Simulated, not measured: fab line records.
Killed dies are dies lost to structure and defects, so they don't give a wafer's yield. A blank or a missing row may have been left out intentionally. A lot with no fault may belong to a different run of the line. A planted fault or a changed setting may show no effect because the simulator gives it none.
Matching of chambers -- flow nand_harc -- 4 sister chambers for NHARC_THIN_TSV_ETCH_15 on rie_si-04
The step target depth 3000 nm, bosch target overetch cycles 2, bosch etch step 2.8 s. 14 wafers are shown with their chamber, then 7 later ones without.

## EACH WAFER AND ITS CHAMBER
wafer,chamber,drypump_motor_current_A (A)
L076.2,3,6.3
L076.3,0,6.0
L076.4,2,6.4
L080.1,3,6.4
L080.4,1,5.9
L080.5,2,6.4
L085.2,1,5.9
L085.4,2,6.3
L085.6,1,5.9
L089.1,3,6.4
L089.2,1,5.9
L089.4,2,6.4
L093.1,2,6.3
L093.2,3,6.3

SIGNATURES, as means of the wafers listed above
reading,chamber 0,chamber 1,chamber 2,chamber 3,scatter within a chamber
drypump_motor_current_A,6.000,5.900,6.360,6.350,0.0469
Rule: for a wafer and a chamber, the distance is found by dividing, reading by reading, the gap between the wafer's reading and the chamber's mean by the reading's scatter, squaring, summing and taking the root. The wafer belongs to the nearest chamber; if the next one is less than 2 further off, it can't be placed. The scatter is the square root of a quotient: the sum, over the shown wafers, of each reading's squared deviation from its chamber's mean, divided by wafers minus chambers.

## WAFERS WHOSE CHAMBER IS MISSING
wafer,drypump_motor_current_A (A)
L093.3,6.0
L094.1,6.4
L094.2,6.3
L094.6,6.4
L097.3,6.4
L097.4,5.9
L097.6,6.4

## EACH ONE'S CHAMBER
wafer,from the rows above,in truth
L093.3,0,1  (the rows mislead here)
L094.1,can't be placed: 2 or 3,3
L094.2,can't be placed: 3 or 2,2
L094.6,can't be placed: 2 or 3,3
L097.3,can't be placed: 2 or 3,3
L097.4,1,1
L097.6,can't be placed: 2 or 3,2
Placed correctly: 1 of 7. Not placeable from these rows: 5 (in 5, the candidates include the true chamber). 1 placed wrongly.
